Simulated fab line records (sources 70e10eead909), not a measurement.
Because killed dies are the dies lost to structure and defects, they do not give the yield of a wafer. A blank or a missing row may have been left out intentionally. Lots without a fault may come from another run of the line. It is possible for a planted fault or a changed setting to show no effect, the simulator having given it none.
Which tool was responsible?	flow nand harc	Sampling: 12 lots, 36 wafers, 5 of 1302 route steps

== WHAT THE GAUGES READ, wafer by wafer ==
NHARC_END_SORT_01. Usual: defect limited yield 92.9 %, standard deviation 2.4; killed at array 44, standard deviation 16; killed at other 0.6, standard deviation 1.1; killed at periphery 3.9, standard deviation 2.6; killed dies 48, standard deviation 16; killed open 3.1, standard deviation 1.9; killed short 2.4, standard deviation 1.8; sort_bin_2_pct 2.6 %, standard deviation 1; sort_bin_3_pct 0.6 %, standard deviation 0.39; sort_bin_4_pct 4.0 %, standard deviation 1.4; sort n pass 629, standard deviation 16; sort rim yield pct 89 %, standard deviation 4.3; sort yield pct 92.9 %, standard deviation 2.4.
lot	measured	on	defect limited yield (%)	killed at array	killed at other	killed at periphery	killed dies	killed open	killed short	sort_bin_2_pct (%)	sort_bin_3_pct (%)	sort_bin_4_pct (%)	sort n pass	sort rim yield pct (%)	sort yield pct (%)	flag
L170	day 24 14:41	prober-02	90.4 91.6 92.8	60 56 46	2 0 1	3 1 2	65 57 49	4 3 3	1 3 2	3.0 2.4 1.8	0.7 0.7 0.4	5.9 5.3 5.0	612 620 628	94 94 96	90.4 91.6 92.8	
L172	day 25 17:45	prober-01	88.2 91.3 87.9	77 49 78	0 1 0	3 9 4	80 59 82	4 7 1	3 2 5	4.6 3.2 4.9	1.8 0.7 0.7	5.5 4.7 6.5	597 618 595	90 78 93	88.2 91.3 87.9	
L174	day 25 17:49	prober-02	97.3 96.8 96.9	18 17 18	0 0 0	0 5 3	18 22 21	2 2 5	0 2 3	1.0 0.7 1.0	0.3 0.1 0.1	1.3 2.4 1.9	659 655 656	97 94 93	97.3 96.8 96.9	
L176	day 26 12:58	prober-01	91.3 91.6 90.8	59 53 58	0 1 1	0 3 3	59 57 62	2 3 4	0 2 2	2.5 4.0 2.4	0.7 0.4 0.6	5.5 4.0 6.2	618 620 615	91 81 92	91.3 91.6 90.8	
L182	day 28 21:28	prober-01	97.2 94.8 96.3	18 30 24	1 3 0	0 2 1	19 35 25	1 8 6	1 7 2	1.2 1.2 1.0	0 0.3 0.1	1.6 3.7 2.5	658 642 652	92 91 95	97.2 94.8 96.3	
L181	day 28 20:40	prober-02	93.5 92.9 93.2	39 45 41	2 0 2	3 3 3	44 48 46	1 4 5	2 0 0	2.1 3.0 2.2	0.3 0.6 0.3	4.1 3.5 4.3	633 629 631	82 86 94	93.5 92.9 93.2	
L185	day 30 08:06	prober-01	93.9 93.8 0	32 36 674	1 0 0	8 6 3	41 42 677	3 2 0	2 1 0	2.4 1.8 97.2	0.3 0.4 0.4	3.4 4.0 2.4	636 635 0	89 88 0	93.9 93.8 0	OFF
L186	day 31 01:42	prober-01	88.9 88.2 0	66 70 673	1 0 0	8 10 4	75 80 677	0 2 5	2 4 2	4.1 3.5 91.6	1.3 1.3 1.5	5.6 6.9 6.9	602 597 0	91 88 0	88.9 88.2 0	OFF

== TOOL THAT RAN EACH LOT (tool first, then ch and the chambers of the sampled wafers, then the start) ==
lot	NHARC_A_M1_PVD_21	NHARC_A_BONDPAD_ETCH_24	NHARC_A_BONDPAD_DEGAS_25	NHARC_THIN_TSV_STRIP_56
L170	pvd sputter-01, day 23 04:51	rie diel-03 ch 1,3, day 23 09:07 or earlier	pvd sputter-02, day 23 09:07	plasma asher-02 ch 0,1, day 24 05:35
L175	pvd sputter-02, day 23 22:18	rie diel-03 ch 1,2,3, day 24 02:35 or earlier	pvd sputter-02, day 24 02:35	plasma asher-01 ch 0,1, day 24 23:20
L173	pvd sputter-01, day 24 01:01	rie diel-03 ch 0,1, day 24 05:17 or earlier	pvd sputter-01, day 24 05:17	plasma asher-02 ch 0,1, day 25 01:05
L172	pvd sputter-02, day 24 06:06	rie diel-07 ch 1,2,3, day 24 10:39 or earlier	pvd sputter-01, day 24 10:39	plasma asher-02 ch 0,1, day 25 10:34
L174	pvd sputter-03, day 24 06:33	rie diel-03 ch 1,2,3, day 24 10:59 or earlier	pvd sputter-02, day 24 10:59	plasma asher-01 ch 0,1, day 25 09:19
L176	pvd sputter-03, day 24 20:58	rie diel-01 ch 2,3, day 25 01:15 or earlier	pvd sputter-02, day 25 01:15	plasma asher-01 ch 0,1, day 26 01:17
L179	pvd sputter-01, day 26 19:14	rie diel-07 ch 0,2,3, day 26 23:40 or earlier	pvd sputter-02, day 26 23:40	plasma asher-01 ch 0,1, day 27 19:43
L182	pvd sputter-01, day 27 07:42	rie diel-07 ch 0,2, day 27 12:29 or earlier	pvd sputter-01, day 27 12:29	plasma asher-01 ch 0,1, day 28 10:11
L181	pvd sputter-01, day 27 09:17	rie diel-01 ch 0,1,2, day 27 13:51 or earlier	pvd sputter-03, day 27 13:51	plasma asher-01 ch 0, day 28 08:51
L183	pvd sputter-01, day 28 08:39	rie diel-03 ch 0,1,3, day 28 13:12 or earlier	pvd sputter-03, day 28 13:12	plasma asher-02 ch 0,1, day 29 12:59
L185	pvd sputter-01, day 28 21:22	rie diel-03 ch 1,3, day 29 02:09 or earlier	pvd sputter-03, day 29 02:09	plasma asher-02 ch 0,1, day 30 01:01
L186	pvd sputter-01, day 29 16:14	rie diel-03 ch 0,2, day 29 21:04 or earlier	pvd sputter-03, day 29 21:04	plasma asher-01 ch 0,1, day 30 17:23
- NHARC_A_M1_PVD_21: deposits Cu, target thk 30 nm, time 20.49 s.
- NHARC_A_BONDPAD_ETCH_24: etches the open film in CF4/N2, target depth 30 nm, time 72.99 s.
- NHARC_A_BONDPAD_DEGAS_25: time 60 s.
- NHARC_THIN_TSV_STRIP_56: strips in O2.

== AS READ BY THE TOOLS THEMSELVES (means over the sampled wafers that have a number; for cases with no such wafer, the mark the record gives instead) ==
NHARC_A_M1_PVD_21. Usual: throttle valve pct at 30.2 %, with a standard deviation of 1.2.
lot	tool	throttle valve pct (%)	flag
L170	pvd sputter-01	29.8	
L175	pvd sputter-02	29.4	
L173	pvd sputter-01	29.9	
L172	pvd sputter-02	30.0	
L174	pvd sputter-03	31.2	
L176	pvd sputter-03	31.4	
L179	pvd sputter-01	29.6	
L182	pvd sputter-01	29.7	
L181	pvd sputter-01	30.0	
L183	pvd sputter-01	29.8	
L185	pvd sputter-01	29.5	
L186	pvd sputter-01	29.5	

NHARC_A_BONDPAD_ETCH_24. Usual: drypump motor current A 5.7 A, standard deviation 0.49; oes product au 0.997 a.u., standard deviation 0.0089; rf vpp V 313.8 V, standard deviation 1.5; showerhead plenum p Torr 2.60 Torr, standard deviation 0.078; throttle valve pct 19.796 %, standard deviation 0.0083.
lot	tool	drypump motor current A (A)	oes product au (a.u.)	rf vpp V (V)	showerhead plenum p Torr (Torr)	throttle valve pct (%)	flag
L170	rie diel-03	5.2	1.000	314.7	2.68	19.799	
L175	rie diel-03	5.2	0.985	314.0	2.62	19.792	
L173	rie diel-03	5.9	0.991	314.2	2.61	19.793	
L172	rie diel-07	5.9	1.002	313.6	2.55	19.806	
L174	rie diel-03	5.2	0.999	313.7	2.62	19.799	
L176	rie diel-01	5.7	1.005	315.2	2.64	19.798	
L179	rie diel-07	6.2	1.002	313.1	2.60	19.789	
L182	rie diel-07	6.3	0.997	314.7	2.68	19.797	
L181	rie diel-01	5.9	1.007	314.9	2.66	19.803	
L183	rie diel-03	5.6	0.989	313.5	2.64	19.789	
L185	rie diel-03	5.3	0.988	314.6	2.67	19.792	
L186	rie diel-03	5.5	0.990	313.1	2.55	19.790	

NHARC_A_BONDPAD_DEGAS_25. Usual: heater power w at 452 W, with a standard deviation of 43.
lot	tool	heater power w (W)	flag
L170	pvd sputter-02	494	
L175	pvd sputter-02	443	
L173	pvd sputter-01	459	
L172	pvd sputter-01	442	
L174	pvd sputter-02	484	
L176	pvd sputter-02	416	
L179	pvd sputter-02	454	
L182	pvd sputter-01	477	
L181	pvd sputter-03	441	
L183	pvd sputter-03	468	
L185	pvd sputter-03	418	
L186	pvd sputter-03	422	

NHARC_THIN_TSV_STRIP_56. Usual: drypump motor current A 5.4 A, standard deviation 0.32; heater power w 309 W, standard deviation 21.
lot	tool	drypump motor current A (A)	heater power w (W)	flag
L170	plasma asher-02	5.1	305	
L175	plasma asher-01	5.5	306	
L173	plasma asher-02	5.2	306	
L172	plasma asher-02	5.1	306	
L174	plasma asher-01	5.6	324	
L176	plasma asher-01	5.5	314	
L179	plasma asher-01	5.5	310	
L182	plasma asher-01	5.6	326	
L181	plasma asher-01	5.4	296	
L183	plasma asher-02	5.2	312	
L185	plasma asher-02	5.2	305	
L186	plasma asher-01	5.6	306	

== THE ANSWER, worked out from the rows above alone ==
Rule: take the mean of a lot's wafers that have a number; if it is more than 3 standard deviations from the usual mean, the lot is off. Also off: a lot with no number at a reading for which 4 or more lots have one. Any other lot the step has rows for is counted as sound. First the gauges in route order, then the tools' own readings, where a lot's mean is used as printed above. The first step at which some lot is off is used, and at that step the reading that is off furthest; a lot without a number counts as furthest.
Off: L185, L186 (NHARC_END_SORT_01, sort_bin_2_pct). Neither off nor sound, because the step has no rows for them: L175, L173, L179, L183.
A tool fits if, at a process step before that reading, it ran every lot that is off, and no sound lot after the first of them. Gauges at NHARC_END_SORT_01: tried the same way as those tools. NHARC_A_BONDPAD_ETCH_24 gives no start for some lots, so the hours and the order of its lots are those of NHARC_A_BONDPAD_DEGAS_25. Can't be told from this: 4 tools fit, pvd sputter-01 at NHARC_A_M1_PVD_21, rie diel-03 at NHARC_A_BONDPAD_ETCH_24, pvd sputter-03 at NHARC_A_BONDPAD_DEGAS_25, prober-01 at NHARC_END_SORT_01.

== WHAT THE SIMULATOR HAD PUT IN ==
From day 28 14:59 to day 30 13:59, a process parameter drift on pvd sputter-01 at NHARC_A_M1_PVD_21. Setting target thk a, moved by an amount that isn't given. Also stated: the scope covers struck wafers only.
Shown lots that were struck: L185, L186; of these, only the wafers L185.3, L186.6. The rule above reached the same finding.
